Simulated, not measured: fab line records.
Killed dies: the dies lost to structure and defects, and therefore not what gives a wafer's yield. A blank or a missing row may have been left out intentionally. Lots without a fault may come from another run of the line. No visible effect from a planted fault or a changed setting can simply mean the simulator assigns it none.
Which tool did it?    flow nand_harc    23 lots with 69 wafers sampled at 3 steps, on a route of 1159 steps

WHAT THE GAUGES READ, wafer by wafer
NHARC_A_CHANNEL_HOLE_D1_INSPECT_40.
lot   measured      on                 raw_defect_count
L074  day 8 14:29   defect_inspect-01  65 41 46
L076  day 8 19:38   defect_inspect-02  80 47 46
L075  day 8 21:21   defect_inspect-01  60 46 56
L078  day 9 14:34   defect_inspect-02  25 51 40
L077  day 9 14:45   defect_inspect-01  40 36 43
L079  day 9 19:08   defect_inspect-02  60 56 83
L080  day 9 19:20   defect_inspect-02  48 41 75
L081  day 10 06:02  defect_inspect-01  57 69 65
L083  day 10 17:23  defect_inspect-01  73 42 51
L082  day 10 19:08  defect_inspect-02  73 62 69
L084  day 10 21:34  defect_inspect-01  29 33 33
L085  day 11 23:09  defect_inspect-01  58 35 43
L088  day 11 23:37  defect_inspect-02  85 67 72
L086  day 12 07:18  defect_inspect-01  67 80 41
L090  day 12 13:47  defect_inspect-02  56 75 62
L089  day 12 14:19  defect_inspect-01  59 45 41
L091  day 12 21:50  defect_inspect-02  74 58 56
L092  day 13 05:21  defect_inspect-02  48 67 36
L093  day 13 06:44  defect_inspect-02  67 60 80
L095  day 13 09:24  defect_inspect-02  58 48 27
L094  day 13 11:34  defect_inspect-02  109 97 82
L096  day 14 06:20  defect_inspect-02  59 63 52
L097  day 14 15:46  defect_inspect-01  32 46 26

TOOL THAT RAN EACH LOT (tool first, then ch and the chambers of the sampled wafers, then the start)
lot   NHARC_A_CHANNEL_HOLE_D1_ETCH_20   NHARC_A_CHANNEL_HOLE_D1_ETCH_22
L074  har_etch-02 ch 0,1, day 8 08:53   har_etch-02 ch 0,1, day 8 09:38
L076  har_etch-01 ch 0,1, day 8 14:02   har_etch-01 ch 0,1, day 8 14:48
L075  har_etch-02 ch 0,1, day 8 15:46   har_etch-02 ch 0,1, day 8 16:38
L078  har_etch-02 ch 0,1, day 9 08:59   har_etch-02 ch 0,1, day 9 09:44
L077  har_etch-01 ch 0,1, day 9 09:10   har_etch-01 ch 0,1, day 9 09:55
L079  har_etch-02 ch 0,1, day 9 13:34   har_etch-02 ch 0,1, day 9 14:19
L080  har_etch-01 ch 0,1, day 9 13:49   har_etch-01 ch 0,1, day 9 14:39
L081  har_etch-01 ch 0,1, day 10 00:26  har_etch-01 ch 0,1, day 10 01:11
L083  har_etch-02 ch 0,1, day 10 11:52  har_etch-02 ch 0,1, day 10 12:40
L082  har_etch-01 ch 0,1, day 10 13:32  har_etch-01 ch 0,1, day 10 14:17
L084  har_etch-02 ch 0, day 10 15:58    har_etch-02 ch 0, day 10 16:44
L085  har_etch-02 ch 0,1, day 11 17:33  har_etch-02 ch 0,1, day 11 18:19
L088  har_etch-01 ch 0,1, day 11 18:07  har_etch-01 ch 0,1, day 11 18:58
L086  har_etch-02 ch 0, day 12 01:41    har_etch-02 ch 0, day 12 02:27
L090  har_etch-01 ch 0,1, day 12 08:13  har_etch-01 ch 0,1, day 12 08:58
L089  har_etch-02 ch 0,1, day 12 08:43  har_etch-02 ch 0,1, day 12 09:29
L091  har_etch-02 ch 0,1, day 12 16:14  har_etch-02 ch 0,1, day 12 16:59
L092  har_etch-02 ch 0,1, day 12 23:37  har_etch-02 ch 0,1, day 13 00:22
L093  har_etch-01 ch 0,1, day 13 00:49  har_etch-01 ch 0,1, day 13 01:42
L095  har_etch-02 ch 0,1, day 13 03:53  har_etch-02 ch 0,1, day 13 04:44
L094  har_etch-01 ch 0,1, day 13 05:58  har_etch-01 ch 0,1, day 13 06:43
L096  har_etch-02 ch 0,1, day 14 00:44  har_etch-02 ch 0,1, day 14 01:29
L097  har_etch-01 ch 0,1, day 14 10:07  har_etch-01 ch 0,1, day 14 10:53
- NHARC_A_CHANNEL_HOLE_D1_ETCH_20: etches the open film in C4F8/O2/Ar, time 361.9 s, target depth 1600 nm.
- NHARC_A_CHANNEL_HOLE_D1_ETCH_22: etches the open film in C4F8/O2/Ar, time 666.7 s, target depth 1600 nm.

WHAT THE TOOLS THEMSELVES READ (means of the sampled wafers that have a number; where no wafer has one, the mark that the record gives instead)
NHARC_A_CHANNEL_HOLE_D1_ETCH_20.
lot   tool         c4f8_flow_sccm (sccm)  drypump_motor_current_A (A)  showerhead_plenum_p_Torr (Torr)  throttle_valve_pct (%)
L074  har_etch-02  89.23                  5.74                         3.65                             32.143
L076  har_etch-01  89.26                  6.00                         3.67                             32.158
L075  har_etch-02  89.32                  5.68                         3.76                             32.149
L078  har_etch-02  89.26                  5.72                         3.64                             32.151
L077  har_etch-01  89.32                  5.88                         3.74                             32.156
L079  har_etch-02  89.05                  5.74                         3.64                             32.157
L080  har_etch-01  89.32                  5.88                         3.74                             32.150
L081  har_etch-01  89.33                  6.01                         3.66                             32.154
L083  har_etch-02  89.35                  5.74                         3.64                             32.165
L082  har_etch-01  89.00                  5.85                         3.73                             32.163
L084  har_etch-02  89.20                  5.62                         3.87                             32.157
L085  har_etch-02  89.19                  5.74                         3.63                             32.159
L088  har_etch-01  89.30                  5.86                         3.73                             32.160
L086  har_etch-02  89.07                  5.61                         3.86                             32.159
L090  har_etch-01  89.58                  6.03                         3.65                             32.156
L089  har_etch-02  89.21                  5.73                         3.62                             32.148
L091  har_etch-02  89.49                  5.68                         3.73                             32.160
L092  har_etch-02  89.27                  5.72                         3.62                             32.153
L093  har_etch-01  89.39                  5.86                         3.72                             32.154
L095  har_etch-02  89.50                  5.73                         3.62                             32.150
L094  har_etch-01  89.42                  6.04                         3.64                             32.150
L096  har_etch-02  89.51                  5.68                         3.72                             32.144
L097  har_etch-01  89.64                  5.99                         3.64                             32.153

NHARC_A_CHANNEL_HOLE_D1_ETCH_22.
lot   tool         c4f8_flow_sccm (sccm)  drypump_motor_current_A (A)  showerhead_plenum_p_Torr (Torr)  throttle_valve_pct (%)
L074  har_etch-02  89.21                  5.74                         3.65                             32.155
L076  har_etch-01  89.47                  6.04                         3.67                             32.155
L075  har_etch-02  88.97                  5.69                         3.76                             32.164
L078  har_etch-02  89.33                  5.73                         3.64                             32.150
L077  har_etch-01  89.04                  5.87                         3.74                             32.154
L079  har_etch-02  88.81                  5.74                         3.64                             32.163
L080  har_etch-01  89.43                  5.88                         3.74                             32.153
L081  har_etch-01  89.29                  6.02                         3.66                             32.156
L083  har_etch-02  89.21                  5.73                         3.64                             32.153
L082  har_etch-01  89.33                  5.85                         3.73                             32.160
L084  har_etch-02  89.11                  5.62                         3.86                             32.144
L085  har_etch-02  89.54                  5.73                         3.63                             32.155
L088  har_etch-01  89.62                  5.86                         3.73                             32.156
L086  har_etch-02  89.20                  5.63                         3.86                             32.145
L090  har_etch-01  89.43                  6.03                         3.65                             32.156
L089  har_etch-02  89.47                  5.74                         3.62                             32.152
L091  har_etch-02  89.19                  5.68                         3.73                             32.160
L092  har_etch-02  89.56                  5.73                         3.62                             32.152
L093  har_etch-01  89.26                  5.87                         3.72                             32.153
L095  har_etch-02  89.57                  5.74                         3.62                             32.147
L094  har_etch-01  89.54                  6.04                         3.64                             32.157
L096  har_etch-02  89.38                  5.69                         3.72                             32.160
L097  har_etch-01  89.16                  6.00                         3.64                             32.161

THE ANSWER, worked out from the rows above alone
Rule: what is usual is taken from the lots themselves. Put in order of their means at a reading, lots are off if they are a third of the lots or fewer, leave a main group of 4 or more, and stand apart from it by a gap of 3 or more times the standard deviation of the main group's means; of several such gaps the widest counts. A main group is skipped when, at the precision printed for the reading in the tables above, its means are all equal. Also off: a lot with no number at a reading for which 4 or more lots have one. The other lots that the step has rows for count as sound. After the gauges, taken in route order, come the tools' own readings; for these a lot's mean is taken, as printed above. At the first step where some lot is off, the reading lying furthest off is the one used; lots without a number count as furthest.
None of the lots is off at any reading shown; this tells nothing.

WHAT THE SIMULATOR PUT IN
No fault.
